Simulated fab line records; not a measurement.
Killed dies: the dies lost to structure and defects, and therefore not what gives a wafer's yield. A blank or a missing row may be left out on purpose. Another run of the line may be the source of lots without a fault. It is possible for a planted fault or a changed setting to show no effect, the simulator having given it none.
Matching of chambers    flow n5 finfet    N5_FIN_SAQP_HM_OPEN_73 on rie diel-01: 4 sister chambers
The step chemistry CHF3/O2, target SiO2, stops on a-Si, target depth 12 nm, time 16.8 s. 22 wafers are shown with their chamber, then 11 later ones without.

WAFERS, EACH WITH ITS CHAMBER
wafer   chamber  showerhead plenum p Torr (Torr)  throttle valve pct (%)  drypump motor current A (A)
L074.2  3        2.41                             19.11                   6.1
L074.4  0        2.52                             18.77                   6.5
L074.5  0        2.52                             18.77                   6.5
L077.2  2        2.48                             19.33                   6.2
L077.3  0        2.52                             18.81                   6.5
L077.4  1        2.34                             18.80                   6.0
L078.1  0        2.52                             18.78                   6.5
L078.2  1        2.34                             18.81                   6.0
L078.6  0        2.52                             18.80                   6.5
L082.2  3        2.40                             19.13                   6.1
L082.5  3        2.40                             19.15                   6.1
L082.6  1        2.33                             18.81                   6.0
L083.1  3        2.40                             19.16                   6.1
L083.2  0        2.51                             18.81                   6.5
L083.3  1        2.33                             18.83                   5.9
L084.1  0        2.51                             18.82                   6.4
L084.3  1        2.33                             18.83                   5.9
L084.6  1        2.33                             18.83                   5.9
L085.1  1        2.33                             18.83                   6.0
L085.2  0        2.51                             18.81                   6.5
L085.6  3        2.39                             19.18                   6.1
L087.1  3        2.39                             19.16                   6.1

SIGNATURES (averages over the wafers above)
reading                   chamber 0  chamber 1  chamber 2  chamber 3  scatter within a chamber
showerhead plenum p Torr  2.5162     2.3329     2.4800     2.3983     0.00584
throttle valve pct        18.7963    18.8200    19.3300    19.1483    0.0195
drypump motor current A   6.487      5.957      6.200      6.100      0.0379
Rule: distance of a wafer from a chamber = root of the sum over the readings of ((wafer's reading minus chamber's mean) / reading's scatter) squared. If the next closest chamber is less than 2 further off than the closest, the wafer can't be placed; otherwise it belongs to the closest. How the scatter is found: for the shown wafers, subtract from each reading the mean of its chamber, square and add these, divide the total by (wafers less chambers), then take the root.

WAFERS MISSING THEIR CHAMBER
wafer   showerhead plenum p Torr (Torr)  throttle valve pct (%)  drypump motor current A (A)
L087.3  2.33                             18.84                   5.9
L087.5  2.33                             18.83                   5.9
L088.2  2.33                             18.83                   6.0
L088.3  2.39                             19.17                   6.1
L088.6  2.33                             18.83                   5.9
L091.1  2.39                             19.19                   6.1
L091.3  2.47                             18.89                   6.2
L091.4  2.51                             18.85                   6.5
L096.4  2.50                             18.86                   6.5
L096.5  2.39                             19.19                   6.1
L096.6  2.47                             18.93                   6.3

CHAMBER TAKEN BY EACH
wafer    from the rows above   in truth
L087.3   1                     1
L087.5   1                     1
L088.2   1                     1
L088.3   3                     3
L088.6   1                     1
L091.1   3                     3
L091.3   0                     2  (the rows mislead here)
L091.4   0                     0
L096.4   0                     0
L096.5   3                     3
L096.6   0                     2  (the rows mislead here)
Correctly placed: 9 of 11. Not placeable from these rows: 0. Wrongly placed: 2.
